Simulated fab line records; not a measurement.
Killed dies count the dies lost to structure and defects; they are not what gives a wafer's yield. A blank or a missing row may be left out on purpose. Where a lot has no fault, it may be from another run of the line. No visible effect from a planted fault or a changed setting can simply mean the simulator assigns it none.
What tool caused it? :: flow nand-harc :: 15 lots, 45 wafers sampled, at 2 steps of a route of 1302

== WHAT THE GAUGES SHOWED, per wafer ==
NHARC_P_CONTACT_OVL_MEAS_13. Usual: overlay-x-nm 0.2 nm, standard deviation 0.59; overlay-y-nm 0.2 nm, standard deviation 0.88.
lot: L102
measured: day 5 20:25
on: overlay-02
overlay-x-nm (nm): -0.7 -0.8 -1.1
overlay-y-nm (nm): 0.3 0.1 0.2
flag: 

lot: L103
measured: day 6 07:16
on: overlay-02
overlay-x-nm (nm): -0.5 0.3 0.4
overlay-y-nm (nm): 0.4 0.6 0.1
flag: 

lot: L105
measured: day 7 08:23
on: overlay-02
overlay-x-nm (nm): 1.2 0.6 0.5
overlay-y-nm (nm): -0.6 -0.7 -0.8
flag: 

lot: L106
measured: day 7 12:26
on: overlay-02
overlay-x-nm (nm): -0.5 -0.5 0.2
overlay-y-nm (nm): 0.2 1.1 0.9
flag: 

lot: L107
measured: day 7 19:43
on: overlay-01
overlay-x-nm (nm): 0.4 0.7 0.9
overlay-y-nm (nm): 1.2 0.9 1.2
flag: 

lot: L108
measured: day 8 15:25
on: overlay-02
overlay-x-nm (nm): 0.0 0.3 0.5
overlay-y-nm (nm): 0.5 0.5 0.8
flag: 

lot: L109
measured: day 8 22:05
on: overlay-01
overlay-x-nm (nm): 1.2 0.9 0.7
overlay-y-nm (nm): -0.7 -0.6 -0.6
flag: 

lot: L110
measured: day 9 06:04
on: overlay-02
overlay-x-nm (nm): 0.0 -0.1 0.0
overlay-y-nm (nm): -0.1 0.1 0.1
flag: 

lot: L111
measured: day 9 23:02
on: overlay-02
overlay-x-nm (nm): 0.5 0.5 0.2
overlay-y-nm (nm): 0.9 0.6 0.7
flag: 

lot: L112
measured: day 10 02:24
on: overlay-02
overlay-x-nm (nm): 1.0 0.7 0.3
overlay-y-nm (nm): 1.4 1.9 1.7
flag: 

lot: L114
measured: day 10 18:59
on: overlay-02
overlay-x-nm (nm): -0.2 -0.1 0.3
overlay-y-nm (nm): 0.7 0.9 1.1
flag: 

lot: L119
measured: day 13 04:47
on: overlay-02
overlay-x-nm (nm): 0.2 0.4 -0.4
overlay-y-nm (nm): -0.7 -0.1 -0.6
flag: 

lot: L118
measured: day 13 05:30
on: overlay-01
overlay-x-nm (nm): 0.9 1.1 0.6
overlay-y-nm (nm): 0.5 0.1 0.8
flag: 

lot: L123
measured: day 14 21:25
on: overlay-02
overlay-x-nm (nm): -0.5 -0.5 -0.4
overlay-y-nm (nm): 1.8 1.8 2.3
flag: 

lot: L125
measured: day 15 03:37
on: overlay-01
overlay-x-nm (nm): 0.2 1.2 0.0
overlay-y-nm (nm): -1.6 -1.5 -1.8
flag: 

NHARC_P_CONTACT_INSPECT_14. Usual: raw-defect-count reads 4.3 (standard deviation 2.4).
lot: L102
measured: day 5 20:27
on: defect-inspect-02
raw-defect-count: 3 7 5
flag: 

lot: L103
measured: day 6 07:18
on: defect-inspect-01
raw-defect-count: 2 4 3
flag: 

lot: L105
measured: day 7 08:25
on: defect-inspect-02
raw-defect-count: 5 7 9
flag: 

lot: L106
measured: day 7 12:28
on: defect-inspect-01
raw-defect-count: 4 4 1
flag: 

lot: L107
measured: day 7 19:45
on: defect-inspect-01
raw-defect-count: 2 4 4
flag: 

lot: L108
measured: day 8 15:28
on: defect-inspect-01
raw-defect-count: 4 0 2
flag: 

lot: L109
measured: day 8 22:08
on: defect-inspect-01
raw-defect-count: 3 4 7
flag: 

lot: L110
measured: day 9 06:07
on: defect-inspect-01
raw-defect-count: 7 6 10
flag: 

lot: L111
measured: day 9 23:04
on: defect-inspect-01
raw-defect-count: 4 4 3
flag: 

lot: L112
measured: day 10 02:26
on: defect-inspect-02
raw-defect-count: 4 9 3
flag: 

lot: L114
measured: day 10 19:01
on: defect-inspect-01
raw-defect-count: 12 5 6
flag: 

lot: L119
measured: day 13 04:49
on: defect-inspect-02
raw-defect-count: 4 1 3
flag: 

lot: L118
measured: day 13 05:32
on: defect-inspect-02
raw-defect-count: 8 4 2
flag: 

lot: L123
measured: day 14 21:28
on: defect-inspect-01
raw-defect-count: 3 1 0
flag: 

lot: L125
measured: day 15 03:39
on: defect-inspect-02
raw-defect-count: 4 6 1
flag: 

== WHAT TOOL EACH LOT RAN ON (gives the tool, then ch and the chambers of the sampled wafers, and finally the start) ==
Record: no process step prior to these readings.

== WHAT THE TOOLS THEMSELVES READ (means of the sampled wafers that have a number; where no wafer has one, the mark that the record gives instead) ==
The record holds no such reading with a usual standard deviation.

== THE ANSWER, worked out from the rows above alone ==
Rule: lot off if the mean of its wafers having a number is beyond 3 standard deviations from the usual mean. Also off: a lot with no number at a reading for which 4 or more lots have one. All remaining lots with rows at the step are treated as sound. Order of review: gauges by route order, followed by the tools' own readings, for which a lot's mean as printed above is used. At the first step where some lot is off, the reading lying furthest off is the one used; lots without a number count as furthest.
Nothing can be told from this: no lot is off at any reading shown.

== WHAT HAD BEEN PUT IN BY THE SIMULATOR ==
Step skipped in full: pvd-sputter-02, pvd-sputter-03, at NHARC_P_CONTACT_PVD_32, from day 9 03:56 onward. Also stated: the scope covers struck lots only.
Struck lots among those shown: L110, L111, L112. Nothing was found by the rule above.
